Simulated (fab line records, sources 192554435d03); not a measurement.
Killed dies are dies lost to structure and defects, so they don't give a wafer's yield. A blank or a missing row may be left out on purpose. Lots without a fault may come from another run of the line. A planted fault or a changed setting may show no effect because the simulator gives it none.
Which tool did it? | flow n5_finfet | 12 lots, 36 wafers sampled, at 4 steps of a route of 1938

WHAT THE GAUGES READ, wafer by wafer
N5_PASSIVATION_OVL_MEAS_63. Usual: PAD_OVL -2 nm, standard deviation 5.3.
lot  | measured     | on         | PAD_OVL (nm) | flag
L206 | day 11 22:17 | overlay-02 | -6 -7 -8     |
L207 | day 12 03:23 | overlay-02 | -8 -1 -7     |
L208 | day 12 06:04 | overlay-02 | -1 3 5       |
L211 | day 13 23:32 | overlay-02 | 3 7 -3       |
L214 | day 14 12:31 | overlay-01 | 5 7 1        |
L219 | day 14 12:44 | overlay-02 | -3 1 -7      |
L222 | day 15 22:37 | overlay-01 | -4 -7 -13    |
L224 | day 16 09:14 | overlay-02 | -5 -5 0      |
L225 | day 16 22:26 | overlay-02 | 3 0 -4       |
L226 | day 17 02:38 | overlay-01 | -3 -7 -7     |
L227 | day 17 02:25 | overlay-01 | -7 -5 7      |
L229 | day 17 13:53 | overlay-02 | -9 -8 -5     |

N5_PASSIVATION_OVL_MEAS_66. Usual: PASS_OPEN_OVL -2 nm, standard deviation 5.8.
lot  | measured     | on         | PASS_OPEN_OVL (nm) | flag
L206 | day 12 00:27 | overlay-01 | 5 -10 -8           |
L207 | day 12 05:20 | overlay-01 | -7 -2 -6           |
L208 | day 12 07:58 | overlay-01 | 7 -5 -2            |
L211 | day 14 01:52 | overlay-01 | 0 0 -5             |
L214 | day 14 14:29 | overlay-02 | -6 7 -4            |
L219 | day 14 15:01 | overlay-02 | -1 1 -5            |
L222 | day 16 00:29 | overlay-01 | -1 0 8             |
L224 | day 16 11:21 | overlay-02 | 2 -1 -2            |
L225 | day 17 00:13 | overlay-02 | -1 -10 -8          |
L226 | day 17 04:30 | overlay-02 | -7 -1 -1           |
L227 | day 17 04:16 | overlay-01 | -8 -4 -9           |
L229 | day 17 16:17 | overlay-01 | 0 5 0              |

WHICH TOOL RAN EACH LOT (tool, then ch and the chambers of the sampled wafers, then the start)
lot  | N5_PMOS_HMC_CHANNEL_EPI_STRIP_17   | N5_PASSIVATION_AL_ETCH_33
L206 | wet_bench-06 ch 1,2,7, day 1 17:10 | rie_metal-02 ch 0,1, day 11 22:39
L207 | wet_bench-02 ch 0,2,3, day 2 02:29 | rie_metal-02 ch 1, day 12 03:38
L208 | wet_bench-06 ch 1,2,6, day 2 05:41 | rie_metal-02 ch 0,1, day 12 06:17
L211 | wet_bench-06 ch 0,1,7, day 2 23:47 | rie_metal-02 ch 0,1, day 13 23:58
L214 | wet_bench-06 ch 0,4,7, day 3 17:28 | rie_metal-03 ch 0,1, day 14 12:40
L219 | wet_bench-04 ch 0,3,7, day 4 23:08 | rie_metal-02 ch 1, day 14 12:54
L222 | wet_bench-02 ch 0,5,7, day 5 17:31 | rie_metal-01 ch 0,1, day 15 22:53
L224 | wet_bench-04 ch 0,3,4, day 6 05:56 | rie_metal-01 ch 0,1, day 16 09:45
L225 | wet_bench-02 ch 2,3,7, day 6 11:43 | rie_metal-02 ch 0,1, day 16 22:37
L226 | wet_bench-06 ch 2,6,7, day 6 17:41 | rie_metal-02 ch 0,1, day 17 02:47
L227 | wet_bench-06 ch 0,4,7, day 6 23:43 | rie_metal-01 ch 0,1, day 17 02:41
L229 | wet_bench-06 ch 0,2,7, day 7 11:58 | rie_metal-02 ch 0,1, day 17 14:34
- N5_PMOS_HMC_CHANNEL_EPI_STRIP_17: strips in SPM, time 750 s.
- N5_PASSIVATION_AL_ETCH_33: etches Al in Cl2/BCl3, stops on TaN, target depth 2800 nm, time 466.7 s.

WHAT THE TOOLS THEMSELVES READ (means of the sampled wafers that have a number; where no wafer has one, the mark that the record gives instead)
N5_PASSIVATION_AL_ETCH_33. Usual: drypump_motor_current_A 5.6 A, standard deviation 0.43; oes_product_au 0.71 a.u., standard deviation 0.066; throttle_valve_pct 34.35 %, standard deviation 0.22.
lot  | tool         | drypump_motor_current_A (A) | oes_product_au (a.u.) | throttle_valve_pct (%) | flag
L206 | rie_metal-02 | 5.7                         | 0.70                  | 34.45                  |
L207 | rie_metal-02 | 6.0                         | 0.75                  | 34.55                  |
L208 | rie_metal-02 | 5.7                         | 0.69                  | 34.44                  |
L211 | rie_metal-02 | 5.6                         | 0.69                  | 34.44                  |
L214 | rie_metal-03 | 5.7                         | 0.71                  | 34.07                  |
L219 | rie_metal-02 | 6.0                         | 0.73                  | 34.56                  |
L222 | rie_metal-01 | 5.8                         | 0.68                  | 34.43                  |
L224 | rie_metal-01 | 5.6                         | 0.70                  | 34.34                  |
L225 | rie_metal-02 | 5.7                         | 0.76                  | 34.44                  |
L226 | rie_metal-02 | 5.6                         | 0.76                  | 34.44                  |
L227 | rie_metal-01 | 5.8                         | 0.68                  | 34.40                  |
L229 | rie_metal-02 | 5.3                         | 0.76                  | 34.36                  |

THE ANSWER, worked out from the rows above alone
Rule: a lot is off if the mean of its wafers that have a number lies more than 3 standard deviations from the usual mean. A lot without any number at a reading at which 4 lots or more have one is off too. The other lots that the step has rows for count as sound. The gauges are gone through in route order, then the tools' own readings, and for those a lot's mean is taken as printed above. The first step at which some lot is off is used, and at that step the reading that is off furthest; a lot without a number counts as furthest.
No lot is off at any reading shown: from this, nothing can be told.

WHAT THE SIMULATOR HAD PUT IN
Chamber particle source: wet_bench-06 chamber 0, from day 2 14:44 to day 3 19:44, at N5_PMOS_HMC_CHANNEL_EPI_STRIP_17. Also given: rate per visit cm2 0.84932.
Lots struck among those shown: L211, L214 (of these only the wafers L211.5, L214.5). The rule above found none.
